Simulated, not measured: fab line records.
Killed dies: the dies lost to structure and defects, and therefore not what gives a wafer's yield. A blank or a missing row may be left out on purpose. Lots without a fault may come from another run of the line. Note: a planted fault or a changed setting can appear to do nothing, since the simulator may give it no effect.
Split-lot experiment || flow n5-finfet || 21 wafers read across 7 lots, on a route 1938 steps long

## THE SPLIT ITSELF
At N5_BEOL_M0_SAQP_PECVD_04 (deposits a-Si from SiH4/He, target thk 60 nm, time 60.2 s), the setting time-s was moved away from the recipe's 60.2 s on 6 of the 21 wafers read, by +9.9% to +11.1%. The other wafers ran this setting at the recipe's value.

The split's own step is where the reading is taken.

## THE READING
a-Si_of_BEOL_M0_SAQP_PECVD_04.thk-nm (the simulator's own value, which no gauge read), in nm, at N5_BEOL_M0_SAQP_PECVD_04 (deposits a-Si from SiH4/He, target thk 60 nm, time 60.2 s). There is no usual value for it anywhere in the file. Here, 15 wafers ran the recipe; their average is 60.3 nm with a standard deviation of 1.2 nm.

{"wafer": "L077.3", "tool, chamber at the split": "pecvd-01, 2", "time-s as run, s": 60.2, "against the recipe": "recipe", "a-Si_of_BEOL_M0_SAQP_PECVD_04.thk-nm, nm": 61.6, "against lot-mates on the recipe": "-"}
{"wafer": "L077.4", "tool, chamber at the split": "pecvd-01, 1", "time-s as run, s": 60.2, "against the recipe": "recipe", "a-Si_of_BEOL_M0_SAQP_PECVD_04.thk-nm, nm": 59, "against lot-mates on the recipe": "-"}
{"wafer": "L077.5", "tool, chamber at the split": "pecvd-01, 0", "time-s as run, s": 66.19, "against the recipe": "+10.0%", "a-Si_of_BEOL_M0_SAQP_PECVD_04.thk-nm, nm": 66.6, "against lot-mates on the recipe": "+6.3"}
{"wafer": "L079.3", "tool, chamber at the split": "pecvd-04, 1", "time-s as run, s": 60.2, "against the recipe": "recipe", "a-Si_of_BEOL_M0_SAQP_PECVD_04.thk-nm, nm": 58.8, "against lot-mates on the recipe": "-"}
{"wafer": "L079.4", "tool, chamber at the split": "pecvd-04, 0", "time-s as run, s": 60.2, "against the recipe": "recipe", "a-Si_of_BEOL_M0_SAQP_PECVD_04.thk-nm, nm": 61, "against lot-mates on the recipe": "-"}
{"wafer": "L079.6", "tool, chamber at the split": "pecvd-04, 2", "time-s as run, s": 60.2, "against the recipe": "recipe", "a-Si_of_BEOL_M0_SAQP_PECVD_04.thk-nm, nm": 60.4, "against lot-mates on the recipe": "-"}
{"wafer": "L080.2", "tool, chamber at the split": "pecvd-01, 0", "time-s as run, s": 60.2, "against the recipe": "recipe", "a-Si_of_BEOL_M0_SAQP_PECVD_04.thk-nm, nm": 60, "against lot-mates on the recipe": "-"}
{"wafer": "L080.3", "tool, chamber at the split": "pecvd-01, 2", "time-s as run, s": 60.2, "against the recipe": "recipe", "a-Si_of_BEOL_M0_SAQP_PECVD_04.thk-nm, nm": 61, "against lot-mates on the recipe": "-"}
{"wafer": "L080.6", "tool, chamber at the split": "pecvd-01, 2", "time-s as run, s": 60.2, "against the recipe": "recipe", "a-Si_of_BEOL_M0_SAQP_PECVD_04.thk-nm, nm": 63, "against lot-mates on the recipe": "-"}
{"wafer": "L083.2", "tool, chamber at the split": "pecvd-01, 2", "time-s as run, s": 66.87, "against the recipe": "+11.1%", "a-Si_of_BEOL_M0_SAQP_PECVD_04.thk-nm, nm": 68.2, "against lot-mates on the recipe": "+8.1"}
{"wafer": "L083.3", "tool, chamber at the split": "pecvd-01, 1", "time-s as run, s": 60.2, "against the recipe": "recipe", "a-Si_of_BEOL_M0_SAQP_PECVD_04.thk-nm, nm": 58.6, "against lot-mates on the recipe": "-"}
{"wafer": "L083.6", "tool, chamber at the split": "pecvd-01, 2", "time-s as run, s": 60.2, "against the recipe": "recipe", "a-Si_of_BEOL_M0_SAQP_PECVD_04.thk-nm, nm": 61.6, "against lot-mates on the recipe": "-"}
{"wafer": "L087.3", "tool, chamber at the split": "pecvd-03, 1", "time-s as run, s": 66.83, "against the recipe": "+11.0%", "a-Si_of_BEOL_M0_SAQP_PECVD_04.thk-nm, nm": 66.2, "against lot-mates on the recipe": "+6.2"}
{"wafer": "L087.4", "tool, chamber at the split": "pecvd-03, 0", "time-s as run, s": 60.2, "against the recipe": "recipe", "a-Si_of_BEOL_M0_SAQP_PECVD_04.thk-nm, nm": 59.8, "against lot-mates on the recipe": "-"}
{"wafer": "L087.5", "tool, chamber at the split": "pecvd-03, 2", "time-s as run, s": 60.2, "against the recipe": "recipe", "a-Si_of_BEOL_M0_SAQP_PECVD_04.thk-nm, nm": 60.2, "against lot-mates on the recipe": "-"}
{"wafer": "L090.2", "tool, chamber at the split": "pecvd-03, 1", "time-s as run, s": 60.2, "against the recipe": "recipe", "a-Si_of_BEOL_M0_SAQP_PECVD_04.thk-nm, nm": 60.6, "against lot-mates on the recipe": "-"}
{"wafer": "L090.4", "tool, chamber at the split": "pecvd-03, 1", "time-s as run, s": 66.17, "against the recipe": "+9.9%", "a-Si_of_BEOL_M0_SAQP_PECVD_04.thk-nm, nm": 66.8, "against lot-mates on the recipe": "+6.3"}
{"wafer": "L090.6", "tool, chamber at the split": "pecvd-03, 0", "time-s as run, s": 60.2, "against the recipe": "recipe", "a-Si_of_BEOL_M0_SAQP_PECVD_04.thk-nm, nm": 60.4, "against lot-mates on the recipe": "-"}
{"wafer": "L094.2", "tool, chamber at the split": "pecvd-01, 1", "time-s as run, s": 66.18, "against the recipe": "+9.9%", "a-Si_of_BEOL_M0_SAQP_PECVD_04.thk-nm, nm": 64.6, "against lot-mates on the recipe": "+5.4"}
{"wafer": "L094.4", "tool, chamber at the split": "pecvd-01, 0", "time-s as run, s": 60.2, "against the recipe": "recipe", "a-Si_of_BEOL_M0_SAQP_PECVD_04.thk-nm, nm": 59.2, "against lot-mates on the recipe": "-"}
{"wafer": "L094.6", "tool, chamber at the split": "pecvd-01, 2", "time-s as run, s": 66.18, "against the recipe": "+9.9%", "a-Si_of_BEOL_M0_SAQP_PECVD_04.thk-nm, nm": 67, "against lot-mates on the recipe": "+7.8"}

THE FIT
A straight line over all 21 wafers: a-Si_of_BEOL_M0_SAQP_PECVD_04.thk-nm changes by +0.605 nm for each +1% of time-s; r = +0.93; the points scatter about the line by 1.2 nm.
The same after taking each lot's own level away (the mean of its wafers on the recipe; 21 wafers): +0.649 nm for each +1%; r = +0.95; scatter 1 nm.
On that fit, the largest move of time-s shifts the reading by 7.2 nm.
The span of the lots' own levels, 59.20 to 61.33 nm, comes to 1.8 times the standard deviation stated above.
Hence the lot-to-lot level has little effect on the slope; both slopes agree.
Check: with one of the wafers moved furthest among these (+11.1%) left out of the fit, the line predicts +6.97 nm for it against its lot-mates. It came out at +8.1 nm against them.

## THE OTHER SPLITS THESE WAFERS WENT THROUGH
These wafers also went through other splits before the reading. Each is held against what the fit with the lots' levels taken away leaves over:
{"other split on the same wafers": "N5_FIN_CUT_ETCH_21 bias-w", "wafers away from the commonest value": 7, "r with a-Si_of_BEOL_M0_SAQP_PECVD_04.thk-nm (lot level and that fit taken away)": -0.30}
{"other split on the same wafers": "N5_DUMMY_GATE_COAT_28 spin-rpm", "wafers away from the commonest value": 6, "r with a-Si_of_BEOL_M0_SAQP_PECVD_04.thk-nm (lot level and that fit taken away)": -0.19}
{"other split on the same wafers": "N5_SD_ACTIVATION_LSA_01 temp-c", "wafers away from the commonest value": 5, "r with a-Si_of_BEOL_M0_SAQP_PECVD_04.thk-nm (lot level and that fit taken away)": "+0.21"}
{"other split on the same wafers": "N5_SDB_COAT_05 spin-rpm", "wafers away from the commonest value": 7, "r with a-Si_of_BEOL_M0_SAQP_PECVD_04.thk-nm (lot level and that fit taken away)": -0.16}
{"other split on the same wafers": "N5_HKMG_FIN_ETCH_55 bias-w", "wafers away from the commonest value": 4, "r with a-Si_of_BEOL_M0_SAQP_PECVD_04.thk-nm (lot level and that fit taken away)": -0.01}
{"other split on the same wafers": "N5_GATE_CUT_ALD_22 ald-cycles", "wafers away from the commonest value": 3, "r with a-Si_of_BEOL_M0_SAQP_PECVD_04.thk-nm (lot level and that fit taken away)": "+0.25"}
{"other split on the same wafers": "N5_MOL_CONTACT_COAG_ALD_123 ald-cycles", "wafers away from the commonest value": 5, "r with a-Si_of_BEOL_M0_SAQP_PECVD_04.thk-nm (lot level and that fit taken away)": -0.03}
{"other split on the same wafers": "N5_MOL_CONTACT_COAG_PECVD_31 temp-c", "wafers away from the commonest value": 8, "r with a-Si_of_BEOL_M0_SAQP_PECVD_04.thk-nm (lot level and that fit taken away)": "+0.09"}
{"other split on the same wafers": "N5_BEOL_M0_SAQP_PECVD_00 time-s", "wafers away from the commonest value": 6, "r with a-Si_of_BEOL_M0_SAQP_PECVD_04.thk-nm (lot level and that fit taken away)": "+0.07"}

## THE WHOLE CHAIN: every reading that the file lists as answering this split, in the file's order
{"step": "N5_BEOL_M0_SAQP_PECVD_04", "what it does": "deposits a-Si from SiH4/He, target thk 60 nm, time 60.2 s", "reading": "a-Si_of_BEOL_M0_SAQP_PECVD_04.thk-nm (the simulator's own value, which no gauge read)", "change (the file's fit)": "+0.646 nm for each +1% of the setting", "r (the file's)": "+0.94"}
{"step": "N5_BEOL_M0_SAQP_THK_MEAS_05", "what it does": "", "reading": "thk-nm", "change (the file's fit)": "withheld for each +1% of the setting", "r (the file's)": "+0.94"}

## THE FILE'S OWN FIT
a-Si_of_BEOL_M0_SAQP_PECVD_04.thk-nm changes by +0.646 nm for each +1% of time-s, r = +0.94.
